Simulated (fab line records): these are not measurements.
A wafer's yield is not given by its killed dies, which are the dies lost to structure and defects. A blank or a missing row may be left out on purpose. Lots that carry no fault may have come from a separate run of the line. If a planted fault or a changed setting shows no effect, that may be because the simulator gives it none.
fab line records	flow nandHarc
record lots=5	wafers=15	lastDay=30
route steps=1302 shown A_STAIRCASE@757 END@1302
lots that met no fault: taken from a fault-free run of the same line
startH: the number of hours between the record's first day and the start of the first shown wafer of the lot	waitH: time in hours since the lot's previous step	" unchanged from the row above	L1.1+2: one row covering several wafers at once	- no value present, or no start provided	* or withheld: withheld	< > ~ a bound
route shown NAME@n: names a module that has steps shown in the file, with the first one's number in the route	usual: mean/standard deviation of fault-free wafers	same: alike in all rows	chamber/n: place in a boat	sites: per-site readings	_std_site: the standard deviation of these	_edge_site: mean of outer sites minus mean of inner sites	radiusMm: how far each site lies from the wafer's centre	mask NAME#n: copy n	behind: the most recent tool/chamber to have shaped the wafer	hold: why the lot was held/for how many hours/how that ended	device: which transistor (n, p or np) failed to switch	end of line: tests of these same wafers at the route's end	for a step that has no rows: nothing shown but its recipe	killed: count of dies lost to structure and defects at first sort (not the wafer's yield)	map: a wafer's dies, x killed, . not, _ none there
set.NAME: the setting that was run; set.NAME@STEP: the one run at that earlier step	model.NAME: the simulator's own value behind a step, which no gauge read
a table for each step, a row for each wafer; lots at some steps of the route
services: the hour from which a tool's chamber was out of use, counted from the record's first day as startH (under 0 if before that day), plus the number of hours and why
## steps
# step NHARC_A_STAIRCASE_HMDS_243
# recipe timeS=30
# step NHARC_A_STAIRCASE_COAT_244
# recipe spinRpm=1200
# step NHARC_A_STAIRCASE_SOFTBAKE_245
# recipe tempC=135	timeS=170
# step NHARC_A_STAIRCASE_EBR_246
# step NHARC_A_STAIRCASE_EXPOSE_247
# recipe na=0.5	doseMj=25.34	maskId=SDS_1
# step NHARC_A_STAIRCASE_PEB_248
# recipe pebTempC=115	pebTimeS=130
# step NHARC_A_STAIRCASE_DEVELOP_249
# recipe timeS=140
# step NHARC_A_STAIRCASE_HARDBAKE_251
# recipe tempC=120	timeS=140
# step NHARC_A_STAIRCASE_DESCUM_252
# recipe timeS=3	o2FlowSccm=200	arFlowSccm=0	biasPowerW=0	chemistry=O2
# step NHARC_A_STAIRCASE_ETCH_253
# recipe targetDepthA=500	timeS=20.2	ionEnergyEv=400	c4f8FlowSccm=20	o2FlowSccm=10	arFlowSccm=withheld	rfW=600	biasW=1000	chemistry=C4F8/O2
# usual oesProductAu=0.959/0.017	rfVppV=896/5.5
lot.wafer	tool	chamber	startH	waitH	oesProductAu	rfHoursCounterH	rfVppV
L902.1	rieDiel-01	0	356.98	0.1	0.982	44	892
L902.2	"	2	"	"	0.965	42	897
L902.6	"	3	"	"	0.971	-	896
L907.2	rieDiel-07	3	426.09	0.1	0.943	43	904
L907.3	"	0	"	"	0.979	39	898
L907.1	"	1	"	"	0.946	39	906
L911.2	rieDiel-01	0	464.47	0.1	0.997	20	892
L911.4	"	2	"	"	0.963	22	894
L911.5	"	3	"	"	0.987	-	896
L915.1	rieDiel-07	3	485.31	0.1	0.943	2	904
L915.2	"	0	"	"	0.987	2	900
L915.5	"	2	"	"	0.954	-	891
L917.3	rieDiel-01	2	522.03	0.1	0.919	42	895
L917.6	"	3	"	"	0.930	-	893
L917.5	"	0	"	"	0.948	-	891
# step NHARC_A_STAIRCASE_STRIP_254
# recipe powerW=1500	tempC=250	chemistry=O2
# usual drypumpMotorCurrentA=5.8/0.32	heaterPowerW=346/43	rfReflPowerW=20/4.9
lot.wafer	tool	chamber	startH	waitH	drypumpMotorCurrentA	heaterPowerW	rfHoursCounterH	rfReflPowerW
L902.1	plasmaAsher-02	1	357.07	-	5.8	327	22	27
L902.2	"	0	"	"	5.5	327	22	21
L902.6	"	1	"	"	5.8	316	-	28
L907.1	plasmaAsher-01	0	426.17	-	5.5	423	14	14
L907.2	"	1	"	"	6.2	315	14	19
L907.3	"	0	"	"	5.5	421	-	15
L911.2	plasmaAsher-01	1	464.63	-	6.3	316	23	19
L911.4	"	1	"	"	6.3	309	-	20
L911.5	"	1	"	"	6.3	305	-	19
L915.2	plasmaAsher-02	1	485.39	-	5.8	324	13	29
L915.1	"	0	"	"	5.5	337	13	20
L915.5	"	1	"	"	5.8	319	-	30
L917.3	plasmaAsher-02	1	522.42	-	5.8	322	-	28
L917.5	"	1	"	"	5.8	326	-	27
L917.6	"	0	"	"	5.5	329	-	20
# step NHARC_A_STAIRCASE_STRIP_255
# recipe timeS=900	tempC=130	chemistry=SPM
lot.wafer	tool	chamber	startH	waitH
L902.2+1+6	wetBench-05	1,3,5	357.42	0.3
L907.2+3+1	wetBench-03	3,6,7	426.52	0.3
L911.5+4+2	wetBench-09	5,6,0	464.94	0.1
L915.1+5+2	wetBench-03	1,3,4	485.76	0.3
L917.6+5+3	wetBench-05	7,1,2	522.68	0.1
# step NHARC_A_STAIRCASE_PRECLEAN_256
# recipe timeS=*	tempC=50	bathAgeMin=0	chemistry=SC1
# step NHARC_A_STAIRCASE_SRD_257
# step NHARC_A_STAIRCASE_HM_DEP_456
# recipe targetThkA=31000	tempC=400	material=aC
# step NHARC_A_STAIRCASE_DEP_259
# recipe targetThkA=300	targetThkNm=30	tempC=400	pressureTorr=3.5	flowSccm=200	rfW=350	material=SiON
# usual heaterPowerW=738/80
lot.wafer	tool	chamber	startH	waitH	heaterPowerW
L902.1	pecvd-04	2	359.77	1.6	832
L902.2	"	1	"	"	705
L902.6	"	1	"	"	687
L907.2	pecvd-02	1	428.85	1.3	752
L907.3	"	2	"	"	650
L907.1	"	0	"	"	639
L911.2	pecvd-03	1	469.25	1.3	701
L911.4	"	1	"	"	686
L911.5	"	2	"	"	599
L915.2	pecvd-03	2	490.18	1.3	643
L915.1	"	0	"	"	666
L915.5	"	1	"	"	827
L917.3	pecvd-04	1	525.18	1.0	691
L917.6	"	2	"	"	792
L917.5	"	0	"	"	838
# step NHARC_A_STAIRCASE_DEHYDRATE_260
# recipe tempC=150	timeS=120
# step NHARC_A_STAIRCASE_HMDS_261
# recipe timeS=30
# step NHARC_A_STAIRCASE_COAT_262
# recipe spinRpm=1200
# step NHARC_A_STAIRCASE_SOFTBAKE_263
# recipe tempC=135	timeS=170
# step NHARC_A_STAIRCASE_EBR_264
# step NHARC_A_STAIRCASE_EXPOSE_265
# recipe na=0.5	doseMj=25.01	maskId=CHOP_200
# step NHARC_A_STAIRCASE_PEB_266
# recipe pebTempC=115	pebTimeS=130
# step NHARC_A_STAIRCASE_DEVELOP_267
# recipe timeS=140
# step NHARC_A_STAIRCASE_HARDBAKE_269
# recipe tempC=120	timeS=140
# step NHARC_A_STAIRCASE_DESCUM_270
# recipe timeS=3	o2FlowSccm=200	arFlowSccm=0	biasPowerW=0	chemistry=O2
# step NHARC_A_STAIRCASE_ETCH_271
# recipe cf4FlowSccm=100	chf3FlowSccm=30	arFlowSccm=0	rfW=500	biasW=200	chemistry=CF4/CHF3
# usual drypumpMotorCurrentA=5.7/0.33	mfcArSccm=0.010/0.013	oesProductAu=0.952/0.023	rfVppV=371.3/2.1	showerheadPlenumPTorr=1.60/0.058	throttleValvePct=16.802/0.0095
lot.wafer	tool	chamber	startH	waitH	drypumpMotorCurrentA	mfcArSccm	oesProductAu	rfHoursCounterH	rfVppV	showerheadPlenumPTorr	throttleValvePct
L902.2	rieDiel-01	0	364.40	1.3	5.7	0.010	0.948	50	369.0	1.53	16.807
L902.1	"	1	"	"	6.2	0	0.927	46	368.4	1.47	16.797
L902.6	"	3	"	"	6.3	0	0.921	-	369.9	1.58	16.800
L907.1	rieDiel-01	2	429.91	0.1	5.7	0	0.966	13	370.1	1.57	16.814
L907.2	"	3	"	"	6.3	0	0.966	11	371.1	1.57	16.807
L907.3	"	0	"	"	5.7	0.010	1.000	11	368.4	1.52	16.805
L911.4	rieDiel-04	1	470.32	0.2	5.5	0	0.936	33	372.7	1.65	16.801
L911.2	"	2	"	"	5.6	0.037	0.931	35	371.3	1.59	16.807
L911.5	"	0	"	"	5.8	0.016	0.934	-	373.5	1.66	16.793
L915.2	rieDiel-04	3	491.09	0.1	5.6	0.004	0.921	41	372.5	1.59	16.808
L915.1	"	0	"	"	5.8	0.016	0.915	38	372.0	1.66	16.801
L915.5	"	0	"	"	5.8	0.016	0.920	-	373.7	1.66	16.811
L917.3	rieDiel-04	2	526.20	0.1	5.6	0.037	0.969	54	372.1	1.58	16.802
L917.5	"	2	"	"	5.7	0.037	0.977	-	370.5	1.58	16.799
L917.6	"	3	"	"	5.6	0.004	0.977	-	369.3	1.59	16.802
# step NHARC_A_STAIRCASE_HM_OPEN_457
# recipe o2FlowSccm=400	cosFlowSccm=20	arFlowSccm=0	rfW=500	biasW=300	chemistry=O2/COS
# step NHARC_A_STAIRCASE_STRIP_458
# recipe o2FlowSccm=400	cosFlowSccm=20	arFlowSccm=0	biasW=0	chemistry=O2/COS
# step NHARC_A_STAIRCASE_ETCH_451
# recipe targetDepthA=300	overetchA=30	timeS=16.5	ionEnergyEv=100	cf4FlowSccm=80	o2FlowSccm=20	arFlowSccm=0	rfW=300	biasW=100	chemistry=CF4/O2
# usual drypumpMotorCurrentA=5.7/0.33	mfcArSccm=0.010/0.012	oes_ar_750_au=1.000/0.0041	oesProductAu=1.001/0.011	rfVppV=198.4/1.2	showerheadPlenumPTorr=1.36/0.053	throttleValvePct=13.398/0.0092
lot.wafer	tool	chamber	startH	waitH	drypumpMotorCurrentA	mfcArSccm	oes_ar_750_au	oesProductAu	rfHoursCounterH	rfVppV	showerheadPlenumPTorr	throttleValvePct
L902.2	rieDiel-01	0	-	-	5.7	0.010	0.997	1.012	50	197.5	1.30	13.393
L902.1	"	1	"	"	6.2	0	1.000	0.998	46	196.7	1.24	13.377
L902.6	"	0	"	"	5.7	0.010	1.003	1.030	-	196.1	1.30	13.390
L907.1	rieDiel-01	0	-	-	5.7	0.010	0.991	1.030	11	198.1	1.29	13.414
L907.2	"	1	"	"	6.2	0	1.004	1.007	13	196.8	1.24	13.401
L907.3	"	2	"	"	5.7	0	1.002	1.000	13	197.9	1.34	13.401
L911.2	rieDiel-04	1	-	-	5.5	0	0.995	1.014	33	199.2	1.40	13.398
L911.4	"	2	"	"	5.6	0.037	1.000	1.003	36	198.3	1.35	13.398
L911.5	"	0	"	"	5.8	0.016	1.001	1.004	-	200.0	1.41	13.399
L915.2	rieDiel-04	2	-	-	5.7	0.037	0.999	0.986	42	197.9	1.35	13.405
L915.1	"	3	"	"	5.6	0.004	1.004	0.991	41	197.2	1.35	13.388
L915.5	"	2	"	"	5.7	0.037	1.002	0.975	-	198.8	1.35	13.406
L917.3	rieDiel-04	2	-	-	5.7	0.037	0.995	0.989	54	197.8	1.34	13.393
L917.5	"	3	"	"	5.6	0.004	0.999	0.992	-	197.7	1.35	13.387
L917.6	"	0	"	"	5.8	0.016	1.004	0.990	-	198.0	1.41	13.399
# step NHARC_A_STAIRCASE_ETCH_273
# recipe targetDepthA=1.02e+05	timeS=2468.6	ionEnergyEv=800	c4f8FlowSccm=80	o2FlowSccm=60	arFlowSccm=withheld	rfW=600	biasW=3000	chemistry=C4F8/O2/Ar
# step NHARC_A_STAIRCASE_STRIP_274
# recipe o2FlowSccm=500	arFlowSccm=0	biasW=0	chemistry=O2
# step NHARC_A_STAIRCASE_STRIP_275
# recipe timeS=900	tempC=130	chemistry=SPM
# step NHARC_A_STAIRCASE_PRECLEAN_276
# recipe timeS=*	tempC=50	bathAgeMin=0	chemistry=SC1
# step NHARC_A_STAIRCASE_SRD_277
# step NHARC_A_STAIRCASE_HM_DEP_459
# recipe targetThkA=15000	tempC=400	material=aC
# step NHARC_A_STAIRCASE_DEP_280
# recipe targetThkA=300	targetThkNm=30	tempC=400	pressureTorr=3.5	flowSccm=200	rfW=350	material=SiON
# step NHARC_A_STAIRCASE_DEHYDRATE_281
# recipe tempC=150	timeS=120
# step NHARC_A_STAIRCASE_HMDS_282
# recipe timeS=30
# step NHARC_END_SORT_01
# recipe tempC=25
# usual killedAtArray=57/20	killedAtOther=1.0/1.5	killedAtPeriphery=3.5/2.5	killedDies=62/21	killedOpen=3.5/1.9	killedShort=2.4/1.6
# same grossDies=677
lot.wafer	tool	chamber	startH	waitH	killedAtArray	killedAtOther	killedAtPeriphery	killedDies	killedOpen	killedShort
L902.1	prober-02	0	560.84	2.5	35	0	1	36	3	1
L902.2	prober-02	0	561.65	2.8	52	0	1	53	1	1
L902.6	prober-02	0	564.90	4.1	53	0	0	53	0	2
L907.1	prober-02	0	626.62	2.5	74	0	2	76	1	3
L907.2	prober-02	0	627.40	2.8	66	3	3	72	2	3
L907.3	prober-02	0	628.19	3.1	58	1	3	62	3	2
L917.3	prober-02	0	713.25	3.1	109	0	462	571	1	2
L917.5	prober-02	0	714.82	3.7	99	0	448	547	5	1
L917.6	prober-02	0	715.61	3.9	60	0	481	541	1	1
# killed by level:class
L902.1 A_CHANNEL_HOLE_D2:chamberFilmFlake=24 A_CHANNEL_HOLE_D1:chamberFilmFlake=2 A_DECK1_JOINT:chamberFilmFlake=2 A_BLC:chamberFilmFlake=2 A_SOURCE_PLATE:geometricParticle:open=1 A_CHANNEL_HOLE_D2:geometricParticle:short=1 A_SGD_CUT:geometricParticle:open=1 A_CONTACT:geometricParticle:open=1
L902.2 A_CHANNEL_HOLE_D2:chamberFilmFlake=35 A_BLC:chamberFilmFlake=5 A_CONTACT:chamberFilmFlake=4 A_SGD_CUT:chamberFilmFlake=3 A_DECK1_JOINT:chamberFilmFlake=2 P_GATE:geometricParticle:open=1 A_ONON_D1:geometricParticle:short=1 A_CHANNEL_HOLE_D1:chamberFilmFlake=1
L902.6 A_CHANNEL_HOLE_D2:chamberFilmFlake=34 A_CONTACT:chamberFilmFlake=5 A_STAIRCASE:chamberFilmFlake=3 A_SGD_CUT:chamberFilmFlake=3 A_BLC:chamberFilmFlake=3 A_WL_FILL:geometricParticle:short=2 A_ZERO_WELL:chamberFilmFlake=2 A_CHANNEL_HOLE_D1:chamberFilmFlake=1
L907.1 A_CHANNEL_HOLE_D2:chamberFilmFlake=36 A_SLIT:chamberFilmFlake=24 A_CHANNEL_HOLE_D1:chamberFilmFlake=4 A_DECK1_JOINT:chamberFilmFlake=2 A_CONTACT:chamberFilmFlake=2 A_SOURCE_PLATE:geometricParticle:short=1 A_CHANNEL_HOLE_D1:geometricParticle:short=1 A_WL_FILL:geometricParticle:short=1
L907.2 A_CHANNEL_HOLE_D2:chamberFilmFlake=28 A_SLIT:chamberFilmFlake=26 A_CONTACT:chamberFilmFlake=5 THIN_TSV:chamberFilmFlake=3 A_CHANNEL_HOLE_D1:chamberFilmFlake=2 P_GATE:geometricParticle:short=1 P_GATE:geometricParticle:open=1 A_CHANNEL_FILL_D1:geometricParticle:short=1
L907.3 A_CHANNEL_HOLE_D2:chamberFilmFlake=24 A_SLIT:chamberFilmFlake=22 A_CONTACT:chamberFilmFlake=4 A_WL_FILL:geometricParticle:short=2 P_CONTACT:chamberFilmFlake=2 P_CONTACT:geometricParticle:open=1 A_ONON_D2:geometricParticle:open=1 A_CONTACT:geometricParticle:open=1
L917.3 P_M0:unspecified=462 A_STAIRCASE:unspecified=74 A_SLIT:chamberFilmFlake=17 A_CHANNEL_HOLE_D2:chamberFilmFlake=10 A_CHANNEL_HOLE_D1:chamberFilmFlake=3 A_CONTACT:chamberFilmFlake=2 A_SOURCE_PLATE:geometricParticle:short=1 A_ONON_D1:geometricParticle:open=1
L917.5 P_M0:unspecified=447 A_STAIRCASE:unspecified=76 A_SLIT:chamberFilmFlake=10 A_CHANNEL_HOLE_D2:chamberFilmFlake=4 A_SOURCE_PLATE:geometricParticle:open=3 A_CHANNEL_HOLE_D1:chamberFilmFlake=2 A_SGD_CUT:geometricParticle:open=1 A_BLC:geometricParticle:short=1
L917.6 P_M0:unspecified=480 A_STAIRCASE:unspecified=38 A_SLIT:chamberFilmFlake=7 A_CHANNEL_HOLE_D2:chamberFilmFlake=5 A_CHANNEL_HOLE_D1:chamberFilmFlake=5 A_CHANNEL_FILL_D1:geometricParticle:short=1 A_ONON_D2:geometricParticle:open=1 A_CONTACT:chamberFilmFlake=1
# map L917.3 (x killed, . not)
____________x____________
_________xxxxxxx_________
_______xxx.xxxxxxx_______
______xxxxxxxxx.xxx______
_____xxxxx.xxxxxxx.x_____
____xxxxxxxx.xxx..x.x____
____xxxxxxxxx.xxxxxxx____
___xxxxxxxxxxxxxxxxxxx___
___xxxxxxxxx..x.xxxxx.___
__xxxxxxxxxxxx..xxxxxxx__
__xxxxxxxxxxxx.xxxxxxxx__
_xxxxxxxxxxx.xxxxxxxxx.x_
_..xxxxxxxx.xxxxx..xx.xx_
_xxxxxxxxxxx.xx.x...xxxx_
_xxxxxxxxxxxxxx..xx.xxx._
_x.x.xxx.xxxxxxxxxxx.xxx_
x.xxx.x.xx.xxxxxx.xxxx.xx
xxxx.xxxxxxxx.xxxxxxx.xx.
.xxxxxxxx.xxx.x...xxxxxx.
xxxxxxxxxxxxx.xxxxx..xxxx
xxxx.xxxxxxxx.xx.xxx.xxxx
_xxx.xxxxxxxxxxxxxxxxxx._
_xxxxxxx.xxxxxxxxx.xxxxx_
_xxxxxxx.xxxxxx..xxx.x.x_
_xx.xxxxxxxxxxxxx.x.x.x._
_xx.x.xxxxxxxxxxx.xxx..x_
__xxx..xxxxxxxxxxxxxx.x__
__xxxxxxxxxxxxxxxxxxx.x__
___.x.xxxx.xxxxxx.x.xx___
___xx.xxx..x.xx.xxxxxx___
____x.xxxxxx.xxxxxxxx____
____x.xxxxx.xxxxxxxx.____
_____xxxxx.xxxxx.xx._____
______xxxx..xxxxxxx______
_______xxx.xxx.xxx_______
_________xxxxxxx_________
____________x____________
# map L902.2 (x killed, . not)
____________.____________
_________.x....._________
_______..........._______
______x..x.........______
_____x.............._____
____...............x.____
____............x....____
___...................___
___.............x.....___
__..............x.x....__
__............xxxxx....__
_.........x...x.xxx.x..._
_.............xxxxxx...._
_........x.....xxxx....._
_...............x.xx...._
_.............x.x..x...._
.......x........x..x.....
.........................
................x........
.................xx.x....
...............x..xx.....
_..............x........_
_.....................x._
_......................._
_......................x_
_...........x..........._
__.....................__
__.....................__
___...................___
___...................___
____................x____
____.................____
_____..............._____
______.............______
_______..........x_______
_________......._________
____________.____________
## services
tool	chamber	startH	hours	kind
rieDiel-01	0	336.25	-	clean
plasmaAsher-01	-	342.23	9.0	pm
pecvd-04	-	343.99	0.7	repair
rieDiel-01	3	345.57	6.2	repair
pecvd-04	0	347.58	20.1	repair
wetBench-09	-	352.80	8.0	pm
rieDiel-04	-	354.90	9.0	pm
rieDiel-07	1	359.86	2.9	repair
pecvd-03	-	366.24	13.0	pm
rieDiel-01	1	366.50	3.8	repair
plasmaAsher-02	-	369.57	1.0	repair
rieDiel-01	3	378.09	9.6	repair
rieDiel-01	-	380.80	9.0	pm
wetBench-03	-	386.40	8.0	pm
plasmaAsher-01	-	388.33	3.6	repair
rieDiel-07	0	393.62	9.9	repair
rieDiel-07	0	403.85	8.8	repair
pecvd-02	-	408.10	13.0	pm
plasmaAsher-02	-	426.58	9.0	pm
wetBench-05	-	436.88	8.0	pm
pecvd-04	-	450.05	13.0	pm
plasmaAsher-01	-	460.33	2.0	repair
rieDiel-07	-	471.20	9.0	pm
plasmaAsher-01	-	519.23	9.0	pm
## key
firstSign step=NHARC_END_SORT_01	reading=killedAtPeriphery	direction=up	sigmas=99+	usual=3.5	struck=463.7
effect step=NHARC_END_SORT_01	reading=killedDies	direction=up	sigmas=23	usual=62	struck=553
moreKillsBornAt NHARC_A_STAIRCASE_STRIP_255@wetBench-05=188
metAt NHARC_A_STAIRCASE_STRIP_255
struckWafers L917.3,L917.5,L917.6
testerLeftOut L917
onsetBetween 357.42 522.68
alsoFits time
earlierFault kind=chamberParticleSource	tool=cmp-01	chamber=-	onsetH=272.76	steps=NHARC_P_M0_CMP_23	ratePerVisitCm2=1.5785
fault kind=chamberParticleSource	tool=wetBench-05	chamber=-	onsetH=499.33	steps=NHARC_A_STAIRCASE_STRIP_255	ratePerVisitCm2=1.6475
# testerLeftOut: of these lots the tester's yield and bins aren't shown, on N5 and GAA mostly nor the transistor test; their killed dies are dies lost to structure and defects alone, not to doping, threshold or leakage, so they don't give the yield
